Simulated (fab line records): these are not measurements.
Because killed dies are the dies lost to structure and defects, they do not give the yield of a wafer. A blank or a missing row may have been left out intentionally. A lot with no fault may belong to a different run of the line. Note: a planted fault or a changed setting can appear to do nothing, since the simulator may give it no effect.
One fault through the eyes of 2 desks | flow n5 finfet | numbers are kept per desk, each desk with only its own; the story behind them comes last

METROLOGY DESK
What the gauges read for every lot (on any tool): the sampled wafers with a number, averaged. Any lot whose mean is over 4 standard deviations away from the usual mean is out of limits and marked OUT; that distance is given in the brackets. 7 of its 11 readings are shown: the first one out of limits and those lying furthest out on some lot.
Columns: A = M0_RS at N5_BEOL_M0_RS_MEAS_126, usual 0.531 ohm/sq; B = DIBL_P at N5_BEOL_M4_RC_MEAS_101, usual 36.8 mV/V; C = IOFF_N at N5_BEOL_M4_RC_MEAS_101, usual 0.169 nA/um; D = ION_P at N5_BEOL_M4_RC_MEAS_101, usual 462 uA/um; E = SS_N at N5_BEOL_M4_RC_MEAS_101, usual 71.6 mV/dec; F = VT_N at N5_BEOL_M4_RC_MEAS_101, usual 248.8 mV; G = VT_P at N5_BEOL_M4_RC_MEAS_101, usual -251 mV
lot  | first seen here | A                | B    | C     | D   | E    | F     | G
L147 | day 6 07:05     | 0.537            | 36.3 | 0.163 | 454 | 71.4 | 248.7 | -253
L149 | day 6 18:25     | 0.528            | 37.0 | 0.150 | 463 | 70.9 | 249.6 | -252
L150 | day 6 20:47     | 0.534            | 39.2 | 0.202 | 464 | 72.4 | 247.7 | -252
L154 | day 8 03:42     | 0.536            | 37.2 | 0.173 | 464 | 72.1 | 247.4 | -251
L157 | day 9 04:53     | 0.513            | 36.5 | 0.170 | 467 | 71.5 | 247.6 | -250
L159 | day 9 11:29     | 0.528            | 35.8 | 0.157 | 463 | 71.3 | 250.5 | -250
L161 | day 9 17:59     | 0.536            | 37.2 | 0.153 | 454 | 71.2 | 252.0 | -255
L162 | day 10 03:45    | 0.449 (-6.3) OUT | 33.9 | 0.135 | 456 | 71.2 | 252.5 | -254
L163 | day 10 06:37    | 0.374 (-12) OUT  | 36.2 | 0.170 | 450 | 71.4 | 249.8 | -257
L164 | day 10 18:41    | 0.525            | 37.4 | 0.190 | 463 | 71.8 | 247.2 | -249
This desk's finding: out of limits on L162, L163; first on L162, day 10 03:45 (M0_RS at N5_BEOL_M0_RS_MEAS_126). L147, L149, L150, L154, L157, L159, L161, L164 stayed within limits.

TOOL OWNER'S DESK, pecvd-01
The tool's own readings at N5_BEOL_M0_SAQP_ILD_DEP_01 (deposits SiOC from DEMS/O2, target thk 45.419 nm, time 8.7 s): means of the sampled wafers that have a number, for each lot that ran on this tool. Any lot whose mean is over 4 standard deviations away from the usual mean is out of limits and marked OUT; that distance is given in the brackets.
Columns: A = heater power w at N5_BEOL_M0_SAQP_ILD_DEP_01, usual 459 W; B = showerhead plenum p Torr at N5_BEOL_M0_SAQP_ILD_DEP_01, usual 5.690 Torr; C = throttle valve pct at N5_BEOL_M0_SAQP_ILD_DEP_01, usual 12.1 %
lot  | first seen here | A   | B     | C
L159 | day 8 18:45     | 457 | 5.695 | 12.2
L161 | day 9 04:45     | 478 | 5.703 | 12.0
L162 | day 9 11:19     | 481 | 5.704 | 12.5
L163 | day 9 18:15     | 441 | 5.698 | 12.1
This desk found nothing out of limits on any of the 4 lots.

PUT TOGETHER
On L162, L163, the metrology desk was in a position to raise an alarm at day 10 03:45.
The tool owner's desk saw nothing out of limits.
The tool owner's desk has L162, L163 on record, within its limits.
N5_BEOL_M0_SAQP_ILD_DEP_01 was run on pecvd-01 by each of the lots named.

WHAT HAD BEEN PUT IN BY THE SIMULATOR
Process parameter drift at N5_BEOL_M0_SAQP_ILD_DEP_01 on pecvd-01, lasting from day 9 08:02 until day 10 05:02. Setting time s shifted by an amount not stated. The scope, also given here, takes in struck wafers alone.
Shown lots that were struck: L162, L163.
Hours from the fault's start to each desk's first reading out of limits: the metrology desk, 20.
